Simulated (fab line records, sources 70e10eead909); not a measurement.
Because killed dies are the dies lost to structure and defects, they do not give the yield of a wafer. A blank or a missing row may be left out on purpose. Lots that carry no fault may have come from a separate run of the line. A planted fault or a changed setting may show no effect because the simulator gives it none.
Struck lot and sound lot, side by side + flow nand harc + 16 out of 1302 route steps
Sound: wafers L323.3, L323.5, L323.6. Struck: wafer L328.3. (L328.1, L328.2 of the same lot were not struck and are left out.) The cause comes at the end.
At each step with rows: each side's tool, then ch and its chambers, then its first start. Under that, the readings that differ: sound wafers + struck wafers + difference of the means + sigmas: that difference in standard deviations of wafers without a fault.
alike: words and numbers the same on both sides, and readings whose means are apart by under 2 such deviations; not compared: readings that were withheld, readings missing a value for some wafer, numbers with overlapping values and no deviation given by the record, and bounds like >300 which may hide the same value.
A row with sigmas, a row that says differs or no value, or rows on one side alone: a step with any of these is where the two part. When numbers do not overlap yet have no deviation, they are printed without sigmas and do not part them. A reading missing from all wafers of one side parts the sides only when that side holds two or more wafers.

NHARC_P_START_INSPECT_01:
  sound on defect inspect-01, day 5 04:02; struck on defect inspect-02, day 7 06:02
  alike: raw defect count
then, 7 steps without rows for these wafers: NHARC_P_ZERO_WELL_PRECLEAN_00 (cleans in SPM, time 600 s); NHARC_P_ZERO_WELL_SRD_01; NHARC_P_ZERO_WELL_PECVD_02 (deposits SiO2, target thk 10 nm); NHARC_P_ZERO_WELL_DEHYDRATE_03 (time 120 s); NHARC_P_ZERO_WELL_HMDS_04 (time 30 s); NHARC_P_ZERO_WELL_COAT_64 (time 65 s); NHARC_P_ZERO_WELL_COAT_05 (resist thk 600 nm).
NHARC_P_ZERO_WELL_SOFTBAKE_06: time 70 s.
  sound on litho track-07 ch 0, day 5 04:00; struck on litho track-05 ch 0, day 7 06:00
| reading                  | sound             | struck | difference | sigmas      |
|--------------------------|-------------------|--------|------------|-------------|
| heater power total W (W) | 201.6 202.5 201.1 | 335.9  | +134.2     | +99 or more |
then, 4 steps without rows for these wafers: NHARC_P_ZERO_WELL_EBR_07; NHARC_P_ZERO_WELL_EXPOSE_08 (exposes mask P ZERO, target cd 500 nm); NHARC_P_ZERO_WELL_PEB_09 (peb time 80 s); NHARC_P_ZERO_WELL_DEVELOP_10 (time 50 s).
NHARC_P_ZERO_WELL_CD_MEAS_11 targets a cd of 500 nm.
  sound on cd sem-03 ch 0, day 5 05:13; struck on cd sem-03 ch 0, day 7 07:14
| reading    | sound             | struck | difference | sigmas |
|------------|-------------------|--------|------------|--------|
| cd nm (nm) | 500.0 501.5 500.6 | 495.8  | -4.9       | -3     |
then, 2 steps without rows for these wafers: NHARC_P_ZERO_WELL_HARDBAKE_12 (time 65 s); NHARC_END_SORT_01.

## WHERE THEY PART
At NHARC_P_ZERO_WELL_SOFTBAKE_06 first; at NHARC_P_ZERO_WELL_CD_MEAS_11 last (within this record only).

WHY: whatever the simulator had introduced
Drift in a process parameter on litho track-05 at NHARC_P_ZERO_WELL_SOFTBAKE_06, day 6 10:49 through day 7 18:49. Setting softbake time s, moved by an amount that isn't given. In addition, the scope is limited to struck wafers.
